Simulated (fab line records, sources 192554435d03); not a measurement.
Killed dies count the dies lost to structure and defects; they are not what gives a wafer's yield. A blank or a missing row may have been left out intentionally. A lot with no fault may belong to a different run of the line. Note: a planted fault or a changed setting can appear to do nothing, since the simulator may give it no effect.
A lot that was struck, set against a sound lot | flow n5-finfet | 20 out of 1938 route steps
Sound: the wafers L954.1, L954.2, L954.4. Struck: wafer L944.5 (left out: L944.1, a lot-mate that was not struck); the cause follows at the end.
At each step with rows: each side's tool, then ch and its chambers, then its first start. Under that, the readings that differ: sound wafers | struck wafers | difference of the means | sigmas: that difference in standard deviations of wafers without a fault.
alike: a reading whose means differ by less than 2 such deviations, as well as words and numbers matching on both sides. not compared: withheld readings; readings where some wafer has no value; bounds like >300 that might hide an equal value; numbers whose values overlap and for which the record gives no deviation.
Wherever a step has rows on one side only, a row that says differs or no value, or a row with sigmas, the two part there. When numbers do not overlap yet have no deviation, they are printed without sigmas and do not part them. A reading that every wafer of one side lacks parts them only if that side has two wafers or more.

first, 9 steps without rows for these wafers: N5_FIN_SAQP_EXPOSE_13 (exposes mask FIN CORE, target cd 35.6 nm); N5_FIN_SAQP_PEB_14 (peb time 60 s); N5_FIN_SAQP_DEVELOP_15 (develop time 30 s); N5_FIN_SAQP_DESCUM_21 (chemistry O2, time 7.9 s); N5_FIN_SAQP_ETCH_51 (etches SiARC in CF4, target depth 45.5 nm, time 75.8 s); N5_FIN_SAQP_ETCH_52 (etches SOC in N2/H2, target depth 100 nm, overetch 20 nm, time 150 s); N5_FIN_SAQP_STRIP_53 (strips in N2/H2); N5_FIN_SAQP_HM_OPEN_73 (chemistry CHF3/O2, target SiO2, stops on a-Si, target depth 12 nm, time 16.8 s); N5_FIN_SAQP_STRIP_74 (strips in CHF3/O2).
N5_FIN_SAQP_MANDREL_ETCH_22: etches a-Si in HBr/Cl2, stops on SiNx, target depth 60 nm, bt time 10 s, time 30 s.
  sound on rie-si-03 ch 1,2,3, day 7 04:29; struck on rie-si-03 ch 3, day 4 16:55
  reading                                     | sound             | struck  | difference | sigmas
  oes-product-au (a.u.)                       | 0.764 0.775 0.793 | 0.734   | -0.043     | -2
  over-etch-frac                              | 0.5 0.5 0.5       | 0.76038 | +0.26038   |
  model.SOC_of_FIN_SAQP_COAT_49.thk-nm (nm)   | 77.06 77.22 75.98 | 71.76   | -4.99      |
  model.SiNx_of_FIN_SAQP_PECVD_48.thk-nm (nm) | 25.09 24.86 25.16 | 22.9    | -2.1       |
  alike: drypump-motor-current-A, he-backside-leak-sccm, throttle-valve-pct
  not compared: rf-hours-counter-h
then, 7 steps without rows for these wafers: N5_FIN_SAQP_STRIP_55 (strips in N2/H2); N5_FIN_SAQP_STRIP_23 (strips in SPM, time 750 s); N5_FIN_SAQP_SRD_66 (time 30 s); N5_FIN_SAQP_RECESS_75 (chemistry HF/NH3, target SiO2, target depth 14.4 nm, afs cycles 3, sublimation time 60 s); N5_FIN_SAQP_SPACER1_ALD_24 (deposits SiO2, target thk 20.3 nm, pulse time 1 s, purge time 2 s); N5_FIN_SAQP_SPACER1_ETCHBACK_25 (etches SiO2 in CHF3/O2, target depth 24.4 nm, time 12.2 s); N5_FIN_SAQP_MANDREL1_REMOVE_56 (chemistry HBr/Cl2/O2, target a-Si, stops on SiNx, bt time 10 s).
N5_FIN_SAQP_ETCH_57: etches SiNx in CH3F/O2, target depth 32.5 nm, time 46.4 s.
  sound on rie-diel-06 ch 0,1,3, day 7 06:30; struck on rie-diel-01 ch 2, day 4 18:59
  reading                  | sound             | struck | difference | sigmas
  etch-rf-on-time-s (s)    | 45.4 46.2 47.3    | 43.8   | -2.5       | -3
  oes-product-au (a.u.)    | 0.80 0.85 0.66    | 0.61   | -0.16      | -3
  model.etch.depth-nm (nm) | 25.09 24.86 25.16 | 22.9   | -2.1       |
  alike: drypump-motor-current-A, mfc-ar-sccm, rf-vpp-V, showerhead-plenum-p-Torr, throttle-valve-pct
  not compared: rf-hours-counter-h
then, 1 step without rows for these wafers: N5_FIN_SAQP_ETCH_65 (etches SiO2 in CF4, target depth 4 nm, time 4.4 s).
-- a jump in the record: the struck wafers' starts before and after are 7 days apart (it breaks off in module FIN_SAQP and resumes in module BEOL_M4, where the first step shown is number 1111 of the route) --
N5_BEOL_M4_RC_MEAS_101:
  sound on prober-02 ch 0, day 13 22:56; struck on prober-01 ch 0, day 11 19:54
  alike: DIBL_N, DIBL_P, IOFF_N, IOFF_P, ION_N, ION_P, SS_N, SS_P, VT_N, VT_P

== WHERE THEY PART ==
Last at N5_FIN_SAQP_ETCH_57 as far as this record goes, first at N5_FIN_SAQP_MANDREL_ETCH_22. Later steps at which nothing parts them and some readings are alike: N5_BEOL_M4_RC_MEAS_101.

WHY: the cause the simulator had injected
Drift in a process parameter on rie-si-03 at N5_FIN_SAQP_MANDREL_ETCH_22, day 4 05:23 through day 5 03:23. Setting over-etch-frac, moved by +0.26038, from 0.5. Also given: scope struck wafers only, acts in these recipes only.
